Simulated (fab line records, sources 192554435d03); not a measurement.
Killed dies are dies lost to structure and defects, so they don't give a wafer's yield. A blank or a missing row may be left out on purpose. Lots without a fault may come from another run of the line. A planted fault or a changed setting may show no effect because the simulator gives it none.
Split-lot experiment | flow n5_finfet | 7 lots, 39 wafers read, on a route of 1938 steps

THE SPLIT
At N5_DUMMY_GATE_ETCH_32 (etches SiO2 in CF4, target depth 3.5 nm, time 3.9 s), the setting time_s was moved away from the recipe's 3.9 s on 15 of the 39 wafers read, by -17.5% to +22.6%. The other wafers ran this setting at the recipe's value.

The reading is taken at the split's own step.

THE READING
etch.depth_nm (the simulator's own value, which no gauge read), in nm, at N5_DUMMY_GATE_ETCH_32 (etches SiO2 in CF4, target depth 3.5 nm, time 3.9 s). The file gives no usual value for it. The 24 wafers here that ran the recipe average 3.527 nm, standard deviation 0.09 nm.

wafer  | tool, chamber at the split | time_s as run, s | against the recipe | etch.depth_nm, nm | against lot-mates on the recipe
L076.1 | rie_si-02, 3               | 3.9              | recipe             | 3.433             | -
L076.2 | rie_si-02, 2               | 4.693            | +20.3%             | 4.19              | +0.722
L076.3 | rie_si-02, 0               | 4.693            | +20.3%             | 4.268             | +0.800
L076.4 | rie_si-02, 1               | 3.9              | recipe             | 3.488             | -
L076.5 | rie_si-02, 3               | 3.9              | recipe             | 3.483             | -
L076.6 | rie_si-02, 0               | 4.693            | +20.3%             | 4.271             | +0.803
L081.1 | rie_si-06, 3               | 3.9              | recipe             | 3.471             | -
L081.2 | rie_si-06, 2               | 4.196            | +7.6%              | 3.832             | +0.258
L081.3 | rie_si-06, 0               | 4.196            | +7.6%              | 3.985             | +0.411
L081.4 | rie_si-06, 1               | 3.9              | recipe             | 3.519             | -
L081.5 | rie_si-06, 0               | 3.9              | recipe             | 3.733             | -
L081.6 | rie_si-06, 1               | 4.196            | +7.6%              | 3.813             | +0.239
L082.1 | rie_si-02, 1               | 3.9              | recipe             | 3.484             | -
L082.2 | rie_si-02, 2               | 3.218            | -17.5%             | 2.803             | -0.684
L082.3 | rie_si-02, 0               | 3.9              | recipe             | 3.532             | -
L082.4 | rie_si-02, 3               | 3.218            | -17.5%             | 2.832             | -0.655
L082.5 | rie_si-02, 0               | 3.218            | -17.5%             | 2.928             | -0.559
L082.6 | rie_si-02, 1               | 3.9              | recipe             | 3.444             | -
L085.1 | rie_si-06, 3               | 3.9              | recipe             | 3.447             | -
L085.2 | rie_si-06, 2               | 4.521            | +15.9%             | 4.109             | +0.556
L085.3 | rie_si-06, 0               | 3.9              | recipe             | 3.724             | -
L085.4 | rie_si-06, 1               | 3.9              | recipe             | 3.488             | -
L085.5 | rie_si-06, 3               | 4.521            | +15.9%             | 3.958             | +0.405
L085.6 | rie_si-06, 2               | 4.521            | +15.9%             | 4.085             | +0.532
L086.1 | rie_si-06, 1               | 3.9              | recipe             | 3.488             | -
L086.2 | rie_si-06, 0               | 3.9              | recipe             | 3.683             | -
L086.3 | rie_si-06, 3               | 3.9              | recipe             | 3.455             | -
L086.4 | rie_si-06, 3               | 3.9              | recipe             | 3.483             | -
L086.5 | rie_si-06, 0               | 3.9              | recipe             | 3.71              | -
L086.6 | rie_si-06, 1               | 3.9              | recipe             | 3.523             | -
L091.1 | rie_si-04, 0               | 3.9              | recipe             | 3.52              | -
L091.2 | rie_si-04, 3               | 3.9              | recipe             | 3.516             | -
L091.3 | rie_si-04, 2               | 3.9              | recipe             | 3.444             | -
L091.4 | rie_si-04, 0               | 4.783            | +22.6%             | 4.341             | +0.848
L091.5 | rie_si-04, 3               | 4.783            | +22.6%             | 4.351             | +0.858
L091.6 | rie_si-04, 2               | 4.783            | +22.6%             | 4.19              | +0.697
L092.2 | rie_si-04, 3               | 3.9              | recipe             | 3.561             | -
L092.4 | rie_si-04, 0               | 3.9              | recipe             | 3.563             | -
L092.5 | rie_si-04, 1               | 3.9              | recipe             | 3.462             | -

THE FIT
A straight line over all 39 wafers: etch.depth_nm changes by +0.0356 nm for each +1% of time_s; r = +0.97; the points scatter about the line by 0.088 nm.
The same after taking each lot's own level away (the mean of its wafers on the recipe; 39 wafers): +0.0358 nm for each +1%; r = +0.98; scatter 0.082 nm.
On that fit, the largest move of time_s shifts the reading by 0.81 nm.
The lots' own levels span 3.4680 to 3.5743 nm, that is 1.2 times the standard deviation above.
So the lot-to-lot level changes the slope little: the two slopes agree.
Check: with one of the wafers moved furthest among these (+22.6%) left out of the fit, the line predicts +0.804 nm for it against its lot-mates. It came out at +0.848 nm against them.

OTHER SPLITS ON THESE WAFERS
These wafers also went through other splits before the reading. Each is held against what the fit with the lots' levels taken away leaves over:
other split on the same wafers       | wafers away from the commonest value | r with etch.depth_nm (lot level and that fit taken away)
N5_FIN_SAQP_ETCH_52 source_w         | 15                                   | -0.11
N5_DUMMY_GATE_EXPOSE_12 dose_mj      | 15                                   | +0.36
N5_DUMMY_GATE_ETCH_31 target_depth_a | 9                                    | -0.27

THE FILE'S OWN FIT
etch.depth_nm changes by +0.0358 nm for each +1% of time_s, r = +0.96.
